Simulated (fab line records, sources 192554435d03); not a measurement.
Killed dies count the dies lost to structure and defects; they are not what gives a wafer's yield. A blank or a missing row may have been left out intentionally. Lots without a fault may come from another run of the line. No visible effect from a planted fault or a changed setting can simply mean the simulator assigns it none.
Problem report, 8D (eight disciplines) form, completed by code | flow n5 finfet | the parts of the form that need people (team, actions taken, sign-off) are left out

== 1. PROBLEM STATEMENT ==
At N5_BEOL_M9_CMP_52, time to endpoint s averages 2 s over 6 wafers from 2 lots, while fault-free wafers read 67 s, standard deviation 3.1. Relative to the usual mean, that is a shift of -21 standard deviations.
The step: polishes, stops on SiCOH lowk, t overpolish 7 s, target thk 140 nm.
Earliest sighting: wafer L513.3 on cmp-01 at day 15 02:44. Wafers with a number at this step in the record: 27, from 9 lots. Rule for "out" (also "out of limits"): further than 4 standard deviations from the usual mean. The rest of the wafers with a number are treated as sound.

== 2. WHAT IT IS; WHAT IT IS NOT ==
question                    | is                     | is not
which readings at this step | time to endpoint s     | retaining ring pressure frac
which lots                  | L513, L515             | L495, L499, L500, L502, L505, L516, L517
which wafers of those lots  | all that have a number | -
read on which tools         | cmp-01                 | cmp-02, cmp-04
when                        | from day 15 02:44      | up to then (15 sound wafers); but 6 sound wafers of L516, L517 came after

== 3. WHAT RULES OUT EACH SUSPECT ==
Counting: a tool stays on the suspect list if, at a process step up to the reading, it processed all lots that are out and no sound lot following the first of them.
- ecd cu-01 at N5_BEOL_M9_ECD_50 (material Cu, target thk 318 nm): ruled out as a lasting fault. The sound lots L517 went through it after L513, its earliest lot that is out (day 15 02:19).
- rtp anneal-02 at N5_BEOL_M9_ANNEAL_51 (time 90 s): ruled out as a lasting fault. The sound lots L517 went through it after L513, its earliest lot that is out (day 15 02:29).
- cmp-01 at N5_BEOL_M9_CMP_52 (polishes, stops on SiCOH lowk, t overpolish 7 s, target thk 140 nm): ruled out as a lasting fault. The sound lots L517 went through it after L513, its earliest lot that is out (day 15 02:44).
Left after counting: nothing in the record.

== 4. THE CAUSE (what the simulator had put in) ==
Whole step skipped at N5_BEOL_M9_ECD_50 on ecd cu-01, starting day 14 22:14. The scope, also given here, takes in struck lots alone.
Counting ruled it out, wrongly: the rule takes a fault to strike every lot that its tool runs from its start on, and this one did not.

== 5. THE EFFECT CHAIN, in route order ==
One row per reading whose mean, taken over the struck wafers that have a number, lies over 3 standard deviations from the usual. Only readings whose record carries a usual standard deviation are examined. hours: median over the lots of the time between each lot's start at the first step of this table that gives one and its start at this step. sigmas: the change, counted in usual standard deviations.
hours | step                    | reading              | usual  | on struck wafers | change | sigmas
0     | N5_BEOL_M9_CMP_52       | time to endpoint s   | 67 s   | 2                | -64    | -21
52    | N5_PASSIVATION_PROBE_49 | defect limited yield | 91.3 % | 0.0              | -91.3  | -61
52    | N5_PASSIVATION_PROBE_49 | killed_at_M4_up      | 13     | 1096             | +1082  | +99 or more
52    | N5_PASSIVATION_PROBE_49 | killed dies          | 103    | 1180             | +1077  | +63
52    | N5_PASSIVATION_PROBE_49 | killed on rim        | 14     | 152              | +138   | +33
52    | N5_PASSIVATION_PROBE_49 | sort_bin_5_function  | 5.1 %  | 96.7             | +91.6  | +92
52    | N5_PASSIVATION_PROBE_49 | sort n pass          | 1077   | 0                | -1077  | -63
52    | N5_PASSIVATION_PROBE_49 | sort yield pct       | 91.3 % | 0.0              | -91.3  | -61
Its process steps:
- N5_BEOL_M9_CMP_52: polishes, stops on SiCOH lowk, t overpolish 7 s, target thk 140 nm.
- N5_PASSIVATION_PROBE_49

== 6. HOW IT WOULD HAVE BEEN CAUGHT EARLIER ==
First out-of-limits reading in this record: day 15 02:44, which is 4 hours after fault onset at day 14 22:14.
